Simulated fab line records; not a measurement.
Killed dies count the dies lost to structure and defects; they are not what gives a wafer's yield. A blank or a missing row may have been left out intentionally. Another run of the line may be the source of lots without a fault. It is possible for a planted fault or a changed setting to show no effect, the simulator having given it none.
Which of the tools did it? :: flow nandHarc :: 36 wafers from 12 lots sampled at 6 of the route's 1302 steps

WHAT EACH GAUGE READ, for each wafer
NHARC_P_GATE_CD_MEAS_33. Usual: cdNm reads 120.5 nm (standard deviation 2.2).
lot: L738
measured: day 5 05:53
on: cdSem-01
cdNm (nm): 119.1 123.3 125.2
flag: 

lot: L737
measured: day 5 06:31
on: cdSem-01
cdNm (nm): 117.3 117.8 119.5
flag: 

lot: L739
measured: day 5 21:08
on: cdSem-02
cdNm (nm): 119.8 119.1 116.9
flag: 

lot: L742
measured: day 7 02:14
on: cdSem-03
cdNm (nm): 117.1 122.1 121.1
flag: 

lot: L753
measured: day 11 13:17
on: cdSem-01
cdNm (nm): 118.6 120.0 120.4
flag: 

lot: L752
measured: day 11 13:57
on: cdSem-01
cdNm (nm): 123.1 120.6 120.3
flag: 

lot: L755
measured: day 12 08:12
on: cdSem-02
cdNm (nm): 126.1 120.9 123.2
flag: 

lot: L756
measured: day 12 18:35
on: cdSem-03
cdNm (nm): 121.5 120.5 119.5
flag: 

lot: L757
measured: day 13 10:28
on: cdSem-01
cdNm (nm): 120.1 120.8 119.6
flag: 

lot: L758
measured: day 13 21:05
on: cdSem-01
cdNm (nm): 119.9 124.7 120.4
flag: 

lot: L759
measured: day 14 03:53
on: cdSem-02
cdNm (nm): 116.7 116.8 119.3
flag: 

lot: L760
measured: day 14 13:46
on: cdSem-02
cdNm (nm): 120.3 121.6 120.7
flag: 

NHARC_P_GATE_CD_MEAS_59: the cd target is 720 nm. Usual: cdNm reads 720.4 nm (standard deviation 1.9).
lot: L738
measured: day 8 02:16
on: cdSem-03
cdNm (nm): 722.9 722.3 719.8
flag: 

lot: L737
measured: day 5 19:17
on: cdSem-03
cdNm (nm): 719.6 719.9 719.4
flag: 

lot: L739
measured: day 6 12:03
on: cdSem-01
cdNm (nm): 717.3 721.4 719.5
flag: 

lot: L742
measured: day 7 14:57
on: cdSem-02
cdNm (nm): 698.7 698.4 699.3 699.0 699.0 699.4
flag: OFF

lot: L753
measured: day 12 01:51
on: cdSem-03
cdNm (nm): 718.8 719.0 719.6
flag: 

lot: L752
measured: day 12 02:47
on: cdSem-02
cdNm (nm): 723.2 720.7 719.5
flag: 

lot: L755
measured: day 12 20:53
on: cdSem-02
cdNm (nm): 719.5 723.7 722.3
flag: 

lot: L756
measured: day 13 09:34
on: cdSem-02
cdNm (nm): 724.2 721.2 720.8
flag: 

lot: L757
measured: day 13 23:07
on: cdSem-03
cdNm (nm): 719.6 722.4 723.2
flag: 

lot: L758
measured: day 14 09:53
on: cdSem-02
cdNm (nm): 722.3 719.3 719.7
flag: 

lot: L759
measured: day 14 16:34
on: cdSem-02
cdNm (nm): 720.4 718.4 718.7
flag: 

lot: L760
measured: day 15 02:23
on: cdSem-03
cdNm (nm): 719.1 721.1 720.0
flag: 

NHARC_END_SORT_01. Usual: killedAtArray 55, standard deviation 22; killedAtOther 1.1, standard deviation 1.4; killedAtPeriphery 4, standard deviation 3.2; killedDies 59, standard deviation 22; killedOpen 3.3, standard deviation 1.8; killedShort 2.5, standard deviation 1.5.
lot: L742
measured: day 26 10:20
on: prober-01
killedAtArray: 47 46
killedAtOther: 3 0
killedAtPeriphery: 1 0
killedDies: 51 46
killedOpen: 3 1
killedShort: 3 5
flag: 

EACH LOT AND THE TOOL THAT RAN IT (in order: tool; ch and the chambers of the sampled wafers; start)
lot: L738
NHARC_P_GATE_STRIP_101: rieDiel-11 ch 0,1,2, day 5 17:56
NHARC_P_GATE_EXPOSE_56: krfScanner-01 ch 0, day 8 02:06
NHARC_P_GATE_DESCUM_61: rieDiel-11 ch 0,1,3, day 8 02:25

lot: L737
NHARC_P_GATE_STRIP_101: rieDiel-02 ch 0,1,3, day 5 16:35
NHARC_P_GATE_EXPOSE_56: krfScanner-01 ch 0, day 5 19:08
NHARC_P_GATE_DESCUM_61: rieDiel-02 ch 1,2,3, day 5 19:29

lot: L739
NHARC_P_GATE_STRIP_101: rieDiel-11 ch 0,1, day 6 09:29
NHARC_P_GATE_EXPOSE_56: krfScanner-04 ch 0, day 6 11:54
NHARC_P_GATE_DESCUM_61: rieDiel-11 ch 2,3, day 6 12:14

lot: L742
NHARC_P_GATE_STRIP_101: rieDiel-04 ch 0,2,3, day 7 12:16
NHARC_P_GATE_EXPOSE_56: krfScanner-01 ch 0, day 7 14:48
NHARC_P_GATE_DESCUM_61: rieDiel-02 ch 0,1,3, day 7 18:43

lot: L753
NHARC_P_GATE_STRIP_101: rieDiel-02 ch 2,3, day 11 23:25
NHARC_P_GATE_EXPOSE_56: krfScanner-03 ch 0, day 12 01:42
NHARC_P_GATE_DESCUM_61: rieDiel-04 ch 0,1, day 12 02:01

lot: L752
NHARC_P_GATE_STRIP_101: rieDiel-04 ch 0,1,2, day 12 00:07
NHARC_P_GATE_EXPOSE_56: krfScanner-01 ch 0, day 12 02:38
NHARC_P_GATE_DESCUM_61: rieDiel-11 ch 0,1, day 12 02:58

lot: L755
NHARC_P_GATE_STRIP_101: rieDiel-11 ch 0,2,3, day 12 18:11
NHARC_P_GATE_EXPOSE_56: krfScanner-04 ch 0, day 12 20:44
NHARC_P_GATE_DESCUM_61: rieDiel-11 ch 0,2, day 12 21:04

lot: L756
NHARC_P_GATE_STRIP_101: rieDiel-11 ch 0,2, day 13 06:53
NHARC_P_GATE_EXPOSE_56: krfScanner-03 ch 0, day 13 09:25
NHARC_P_GATE_DESCUM_61: rieDiel-02 ch 0,2,3, day 13 09:46

lot: L757
NHARC_P_GATE_STRIP_101: rieDiel-02 ch 0,1, day 13 20:31
NHARC_P_GATE_EXPOSE_56: krfScanner-03 ch 0, day 13 22:57
NHARC_P_GATE_DESCUM_61: rieDiel-02 ch 0,1,3, day 13 23:16

lot: L758
NHARC_P_GATE_STRIP_101: rieDiel-11 ch 1,2, day 14 07:12
NHARC_P_GATE_EXPOSE_56: krfScanner-04 ch 0, day 14 09:44
NHARC_P_GATE_DESCUM_61: rieDiel-11 ch 2,3, day 14 10:04

lot: L759
NHARC_P_GATE_STRIP_101: rieDiel-11 ch 1,2,3, day 14 13:58
NHARC_P_GATE_EXPOSE_56: krfScanner-04 ch 0, day 14 16:25
NHARC_P_GATE_DESCUM_61: rieDiel-02 ch 0,3, day 14 16:44

lot: L760
NHARC_P_GATE_STRIP_101: rieDiel-11 ch 0,2, day 14 23:50
NHARC_P_GATE_EXPOSE_56: krfScanner-04 ch 0, day 15 02:14
NHARC_P_GATE_DESCUM_61: rieDiel-11 ch 2,3, day 15 02:34
- NHARC_P_GATE_STRIP_101: strips in O2, time 20 s.
- NHARC_P_GATE_EXPOSE_56: exposes mask P PSD, target cd 720 nm.
- NHARC_P_GATE_DESCUM_61: chemistry O2, time 3 s.

WHAT THE TOOLS THEMSELVES READ (means of the sampled wafers that have a number; where no wafer has one, the mark that the record gives instead)
NHARC_P_GATE_STRIP_101. Usual: drypumpMotorCurrentA 5.9 A, standard deviation 0.42; oesProductAu 1.000 a.u., standard deviation 0.011; rfVppV 58.0 V, standard deviation 0.83; showerheadPlenumPTorr 3.59 Torr, standard deviation 0.11; throttleValvePct 17.036 %, standard deviation 0.0092.
lot: L738
tool: rieDiel-11
drypumpMotorCurrentA (A): 5.5
oesProductAu (a.u.): 0.991
rfVppV (V): 58.6
showerheadPlenumPTorr (Torr): 3.55
throttleValvePct (%): 17.044
flag: 

lot: L737
tool: rieDiel-02
drypumpMotorCurrentA (A): 6.1
oesProductAu (a.u.): 1.002
rfVppV (V): 57.8
showerheadPlenumPTorr (Torr): 3.62
throttleValvePct (%): 17.038
flag: 

lot: L739
tool: rieDiel-11
drypumpMotorCurrentA (A): 5.3
oesProductAu (a.u.): 1.005
rfVppV (V): 59.1
showerheadPlenumPTorr (Torr): 3.55
throttleValvePct (%): 17.028
flag: 

lot: L742
tool: rieDiel-04
drypumpMotorCurrentA (A): 6.2
oesProductAu (a.u.): 1.002
rfVppV (V): 58.5
showerheadPlenumPTorr (Torr): 3.68
throttleValvePct (%): 17.042
flag: 

lot: L753
tool: rieDiel-02
drypumpMotorCurrentA (A): 6.1
oesProductAu (a.u.): 1.002
rfVppV (V): 58.5
showerheadPlenumPTorr (Torr): 3.61
throttleValvePct (%): 17.036
flag: 

lot: L752
tool: rieDiel-04
drypumpMotorCurrentA (A): 5.9
oesProductAu (a.u.): 0.994
rfVppV (V): 58.5
showerheadPlenumPTorr (Torr): 3.57
throttleValvePct (%): 17.034
flag: 

lot: L755
tool: rieDiel-11
drypumpMotorCurrentA (A): 5.9
oesProductAu (a.u.): 1.002
rfVppV (V): 57.0
showerheadPlenumPTorr (Torr): 3.50
throttleValvePct (%): 17.033
flag: 

lot: L756
tool: rieDiel-11
drypumpMotorCurrentA (A): 5.7
oesProductAu (a.u.): 1.003
rfVppV (V): 57.8
showerheadPlenumPTorr (Torr): 3.47
throttleValvePct (%): 17.032
flag: 

lot: L757
tool: rieDiel-02
drypumpMotorCurrentA (A): 6.1
oesProductAu (a.u.): 1.009
rfVppV (V): 57.8
showerheadPlenumPTorr (Torr): 3.65
throttleValvePct (%): 17.039
flag: 

lot: L758
tool: rieDiel-11
drypumpMotorCurrentA (A): 5.4
oesProductAu (a.u.): 0.999
rfVppV (V): 57.6
showerheadPlenumPTorr (Torr): 3.61
throttleValvePct (%): 17.033
flag: 

lot: L759
tool: rieDiel-11
drypumpMotorCurrentA (A): 5.7
oesProductAu (a.u.): 1.004
rfVppV (V): 58.2
showerheadPlenumPTorr (Torr): 3.57
throttleValvePct (%): 17.033
flag: 

lot: L760
tool: rieDiel-11
drypumpMotorCurrentA (A): 5.7
oesProductAu (a.u.): 1.005
rfVppV (V): 57.7
showerheadPlenumPTorr (Torr): 3.47
throttleValvePct (%): 17.029
flag: 

NHARC_P_GATE_DESCUM_61. Usual: drypumpMotorCurrentA 5.9 A, standard deviation 0.43; oesProductAu 1.000 a.u., standard deviation 0.01; rfVppV 57.9 V, standard deviation 0.85; showerheadPlenumPTorr 1.95 Torr, standard deviation 0.061; throttleValvePct 11.312 %, standard deviation 0.0094.
lot: L738
tool: rieDiel-11
drypumpMotorCurrentA (A): 5.8
oesProductAu (a.u.): 0.998
rfVppV (V): 58.1
showerheadPlenumPTorr (Torr): 1.90
throttleValvePct (%): 11.301
flag: 

lot: L737
tool: rieDiel-02
drypumpMotorCurrentA (A): 6.1
oesProductAu (a.u.): 1.007
rfVppV (V): 58.2
showerheadPlenumPTorr (Torr): 1.96
throttleValvePct (%): 11.316
flag: 

lot: L739
tool: rieDiel-11
drypumpMotorCurrentA (A): 5.9
oesProductAu (a.u.): 0.998
rfVppV (V): 58.3
showerheadPlenumPTorr (Torr): 1.94
throttleValvePct (%): 11.318
flag: 

lot: L742
tool: rieDiel-02
drypumpMotorCurrentA (A): 6.1
oesProductAu (a.u.): 1.010
rfVppV (V): 57.7
showerheadPlenumPTorr (Torr): 1.96
throttleValvePct (%): 11.313
flag: 

lot: L753
tool: rieDiel-04
drypumpMotorCurrentA (A): 5.7
oesProductAu (a.u.): 0.992
rfVppV (V): 58.3
showerheadPlenumPTorr (Torr): 1.98
throttleValvePct (%): 11.317
flag: 

lot: L752
tool: rieDiel-11
drypumpMotorCurrentA (A): 5.5
oesProductAu (a.u.): 0.993
rfVppV (V): 57.4
showerheadPlenumPTorr (Torr): 1.88
throttleValvePct (%): 11.312
flag: 

lot: L755
tool: rieDiel-11
drypumpMotorCurrentA (A): 5.7
oesProductAu (a.u.): 1.000
rfVppV (V): 57.7
showerheadPlenumPTorr (Torr): 1.93
throttleValvePct (%): 11.307
flag: 

lot: L756
tool: rieDiel-02
drypumpMotorCurrentA (A): 6.1
oesProductAu (a.u.): 1.004
rfVppV (V): 58.1
showerheadPlenumPTorr (Torr): 1.98
throttleValvePct (%): 11.311
flag: 

lot: L757
tool: rieDiel-02
drypumpMotorCurrentA (A): 6.1
oesProductAu (a.u.): 1.006
rfVppV (V): 57.2
showerheadPlenumPTorr (Torr): 1.96
throttleValvePct (%): 11.309
flag: 

lot: L758
tool: rieDiel-11
drypumpMotorCurrentA (A): 6.2
oesProductAu (a.u.): 0.999
rfVppV (V): 57.7
showerheadPlenumPTorr (Torr): 1.91
throttleValvePct (%): 11.316
flag: 

lot: L759
tool: rieDiel-02
drypumpMotorCurrentA (A): 6.1
oesProductAu (a.u.): 1.007
rfVppV (V): 57.2
showerheadPlenumPTorr (Torr): 1.96
throttleValvePct (%): 11.316
flag: 

lot: L760
tool: rieDiel-11
drypumpMotorCurrentA (A): 5.9
oesProductAu (a.u.): 1.001
rfVppV (V): 58.0
showerheadPlenumPTorr (Torr): 1.94
throttleValvePct (%): 11.311
flag: 

THE ANSWER, worked out from the rows above alone
Rule: a lot counts as off when the mean over its wafers that have a number is more than 3 standard deviations away from the usual mean. A lot without any number at a reading at which 4 lots or more have one is off too. All remaining lots with rows at the step are treated as sound. First the gauges in route order, then the tools' own readings, where a lot's mean is used as printed above. At the first step where some lot is off, the reading lying furthest off is the one used; lots without a number count as furthest.
Off, at NHARC_P_GATE_CD_MEAS_59 on cdNm: L742.
A tool fits if, at a process step before that reading, it ran every lot that is off, and no sound lot after the first of them. Gauges at NHARC_P_GATE_CD_MEAS_59: tried the same way as those tools. Not one of the candidates tried fits.

WHAT WAS PUT IN BY THE SIMULATOR
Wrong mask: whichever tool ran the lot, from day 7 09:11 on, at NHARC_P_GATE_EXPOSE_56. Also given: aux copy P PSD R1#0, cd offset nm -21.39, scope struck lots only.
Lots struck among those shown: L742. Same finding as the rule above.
